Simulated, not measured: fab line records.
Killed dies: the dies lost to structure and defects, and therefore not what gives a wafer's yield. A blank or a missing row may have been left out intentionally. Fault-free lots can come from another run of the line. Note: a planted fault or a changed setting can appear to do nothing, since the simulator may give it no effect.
Matching of chambers / flow nand_harc / NHARC_P_BONDPAD_DEP_00 on pecvd-04 has 3 sister chambers
The step deposits SiCN, target thk 250 nm. 6 wafers are shown with their chamber, then 8 later ones without.

WAFERS PAIRED WITH THEIR CHAMBERS
wafer=L082.6; chamber=1; heater_power_w (W)=711; chamber_pressure_Torr (Torr)=3.018
wafer=L084.2; chamber=2; heater_power_w (W)=703; chamber_pressure_Torr (Torr)=2.996
wafer=L084.3; chamber=1; heater_power_w (W)=631; chamber_pressure_Torr (Torr)=2.995
wafer=L086.4; chamber=2; heater_power_w (W)=689; chamber_pressure_Torr (Torr)=2.994
wafer=L086.6; chamber=0; heater_power_w (W)=656; chamber_pressure_Torr (Torr)=3.002
wafer=L087.1; chamber=0; heater_power_w (W)=519; chamber_pressure_Torr (Torr)=3.012

WAFERS WITH NO CHAMBER GIVEN
wafer=L087.2; heater_power_w (W)=640; chamber_pressure_Torr (Torr)=2.995
wafer=L087.6; heater_power_w (W)=660; chamber_pressure_Torr (Torr)=2.994
wafer=L093.3; heater_power_w (W)=575; chamber_pressure_Torr (Torr)=2.991
wafer=L093.5; heater_power_w (W)=608; chamber_pressure_Torr (Torr)=3.001
wafer=L093.6; heater_power_w (W)=606; chamber_pressure_Torr (Torr)=3.003
wafer=L096.4; heater_power_w (W)=591; chamber_pressure_Torr (Torr)=2.995
wafer=L096.5; heater_power_w (W)=591; chamber_pressure_Torr (Torr)=3.003
wafer=L096.6; heater_power_w (W)=648; chamber_pressure_Torr (Torr)=3.003

THE CHAMBER EACH PASSED THROUGH
wafer=L087.2; from the rows above=can't be placed: 2 or 1 or 0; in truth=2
wafer=L087.6; from the rows above=can't be placed: 2 or 1 or 0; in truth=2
wafer=L093.3; from the rows above=can't be placed: 0 or 2 or 1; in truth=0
wafer=L093.5; from the rows above=can't be placed: 0 or 1 or 2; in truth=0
wafer=L093.6; from the rows above=can't be placed: 0 or 1 or 2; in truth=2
wafer=L096.4; from the rows above=can't be placed: 0 or 2 or 1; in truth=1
wafer=L096.5; from the rows above=can't be placed: 0 or 1 or 2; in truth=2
wafer=L096.6; from the rows above=can't be placed: 1 or 0 or 2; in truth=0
Correct placement for 0 of the 8. From these rows, 8 cannot be placed; in 8 the true chamber is one of the candidates. Wrongly placed: 0.
How it was worked out, from the rows above alone: a wafer's distance from a chamber is the root of the sum, over the readings, of the square of ((its reading less the chamber's mean) divided by the reading's scatter). The wafer belongs to the nearest chamber; if the next one is less than 2 further off, it can't be placed. Each chamber's mean is taken over the wafers shown for it. The scatter: take each reading less its chamber's mean, square it, sum over the shown wafers, divide by the number of wafers less the number of chambers, and take the root.
